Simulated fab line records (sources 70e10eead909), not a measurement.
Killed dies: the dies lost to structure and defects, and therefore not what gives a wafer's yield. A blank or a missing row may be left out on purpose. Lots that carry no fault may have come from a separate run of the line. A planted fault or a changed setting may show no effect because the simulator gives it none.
Chamber matching | flow nand-harc | NHARC_A_STAIRCASE_ALD_415 on ald-hk-03 has 4 sister chambers
The step deposits SiO2, target thk 30 nm, pulse time 6 s, ald cycles 300. 8 wafers are shown with their chamber, then 8 later ones without.

EACH WAFER AND ITS CHAMBER
wafer  | chamber | heater-power-w (W) | precursor-pulse-height-rel
L078.5 | 3       | 361                | 1.009
L080.1 | 0       | 465                | 0.990
L080.6 | 0       | 452                | 1.013
L082.3 | 3       | 357                | 0.979
L085.1 | 1       | 435                | 1.001
L085.5 | 2       | 529                | 0.992
L085.6 | 1       | 440                | 1.017
L084.1 | 2       | 548                | 0.967

WAFERS WITHOUT THEIR CHAMBER
wafer  | heater-power-w (W) | precursor-pulse-height-rel
L084.4 | 435                | 0.981
L084.5 | 519                | 0.992
L086.1 | 450                | 1.017
L086.2 | 462                | 0.997
L086.4 | 372                | 1.016
L095.3 | 379                | 1.000
L095.5 | 372                | 1.007
L095.6 | 494                | 0.983

THE CHAMBER EACH PASSED THROUGH
wafer  | from the rows above     | in truth
L084.4 | can't be placed: 1 or 0 | 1
L084.5 | 2                       | 2
L086.1 | can't be placed: 0 or 1 | 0
L086.2 | 0                       | 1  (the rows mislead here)
L086.4 | 3                       | 3
L095.3 | 3                       | 3
L095.5 | 3                       | 3
L095.6 | can't be placed: 0 or 2 | 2
4 of 8 placed correctly. Can't be placed from these rows: 3 (the true chamber is among the candidates in 3). Placed wrongly: 1.
How it was worked out, from the rows above alone: a wafer's distance from a chamber is the root of the sum, over the readings, of the square of ((its reading less the chamber's mean) divided by the reading's scatter). If the next closest chamber is less than 2 further off than the closest, the wafer can't be placed; otherwise it belongs to the closest. The mean given for a chamber averages the wafers shown for that chamber. The scatter: take each reading less its chamber's mean, square it, sum over the shown wafers, divide by the number of wafers less the number of chambers, and take the root.
